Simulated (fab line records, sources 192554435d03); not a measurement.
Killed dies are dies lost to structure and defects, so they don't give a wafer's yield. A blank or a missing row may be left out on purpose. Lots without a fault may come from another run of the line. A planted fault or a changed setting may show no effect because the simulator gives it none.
Chamber matching | flow n5_finfet | N5_BEOL_M12_ETCH_68 on rie_diel-01: 4 sister chambers
The step etches SOC in N2/H2, time 285 s. 27 wafers are shown with their chamber, then 12 later ones without.

WAFERS WITH THEIR CHAMBER
wafer  | chamber | drypump_motor_current_A (A) | throttle_valve_pct (%) | showerhead_plenum_p_Torr (Torr)
L074.2 | 2       | 6.5                         | 17.24                  | 2.56
L074.4 | 1       | 5.1                         | 17.77                  | 2.53
L074.6 | 3       | 5.2                         | 17.65                  | 2.51
L078.1 | 0       | 4.9                         | 17.90                  | 2.45
L078.3 | 1       | 5.1                         | 17.80                  | 2.53
L078.4 | 3       | 5.3                         | 17.67                  | 2.51
L080.2 | 1       | 5.1                         | 17.80                  | 2.53
L080.3 | 3       | 5.3                         | 17.67                  | 2.50
L080.6 | 2       | 6.4                         | 17.26                  | 2.55
L079.1 | 1       | 5.1                         | 17.79                  | 2.52
L079.3 | 0       | 4.9                         | 17.91                  | 2.44
L079.4 | 3       | 5.2                         | 17.68                  | 2.50
L085.1 | 2       | 6.5                         | 17.28                  | 2.55
L085.2 | 1       | 5.1                         | 17.84                  | 2.52
L085.3 | 3       | 5.2                         | 17.68                  | 2.50
L085.4 | 0       | 4.9                         | 17.91                  | 2.44
L085.5 | 2       | 6.5                         | 17.28                  | 2.55
L085.6 | 1       | 5.1                         | 17.80                  | 2.52
L081.1 | 0       | 4.9                         | 17.90                  | 2.44
L081.2 | 1       | 5.1                         | 17.82                  | 2.52
L081.3 | 3       | 5.2                         | 17.69                  | 2.50
L081.4 | 2       | 6.4                         | 17.26                  | 2.55
L081.5 | 3       | 5.2                         | 17.68                  | 2.50
L081.6 | 0       | 4.9                         | 17.90                  | 2.44
L083.4 | 2       | 6.4                         | 17.28                  | 2.55
L083.5 | 1       | 5.1                         | 17.82                  | 2.52
L083.6 | 2       | 6.4                         | 17.28                  | 2.55

SIGNATURES (means of the wafers above)
reading                  | chamber 0 | chamber 1 | chamber 2 | chamber 3 | scatter within a chamber
drypump_motor_current_A  | 4.900     | 5.100     | 6.443     | 5.229     | 0.037
throttle_valve_pct       | 17.9040   | 17.8050   | 17.2686   | 17.6743   | 0.0158
showerhead_plenum_p_Torr | 2.4420    | 2.5237    | 2.5514    | 2.5029    | 0.00464
Rule: a wafer's distance from a chamber is the root of the sum, over the readings, of the square of ((its reading less the chamber's mean) divided by the reading's scatter). The wafer belongs to the nearest chamber; if the next one is less than 2 further off, it can't be placed. The scatter: the root of (the sum of the squares of (reading less its chamber's mean) over the shown wafers, divided by (wafers less chambers)).

WAFERS WITHOUT THEIR CHAMBER
wafer  | drypump_motor_current_A (A) | throttle_valve_pct (%) | showerhead_plenum_p_Torr (Torr)
L087.1 | 4.9                         | 17.91                  | 2.44
L087.3 | 6.4                         | 17.27                  | 2.55
L087.6 | 5.2                         | 17.68                  | 2.50
L088.1 | 5.1                         | 17.82                  | 2.52
L088.2 | 5.2                         | 17.70                  | 2.50
L088.3 | 4.9                         | 17.92                  | 2.44
L088.4 | 6.4                         | 17.29                  | 2.55
L088.5 | 5.2                         | 17.69                  | 2.50
L088.6 | 4.9                         | 17.90                  | 2.44
L086.1 | 4.9                         | 17.90                  | 2.44
L086.3 | 5.2                         | 17.67                  | 2.50
L086.5 | 4.9                         | 17.93                  | 2.44

WHICH CHAMBER EACH WENT THROUGH
wafer  | from the rows above | in truth
L087.1 | 0                   | 0
L087.3 | 2                   | 2
L087.6 | 3                   | 3
L088.1 | 1                   | 1
L088.2 | 3                   | 3
L088.3 | 0                   | 0
L088.4 | 2                   | 2
L088.5 | 3                   | 3
L088.6 | 0                   | 0
L086.1 | 0                   | 0
L086.3 | 3                   | 3
L086.5 | 0                   | 0
Placed correctly: 12 of 12. Can't be placed from these rows: 0. Placed wrongly: 0.
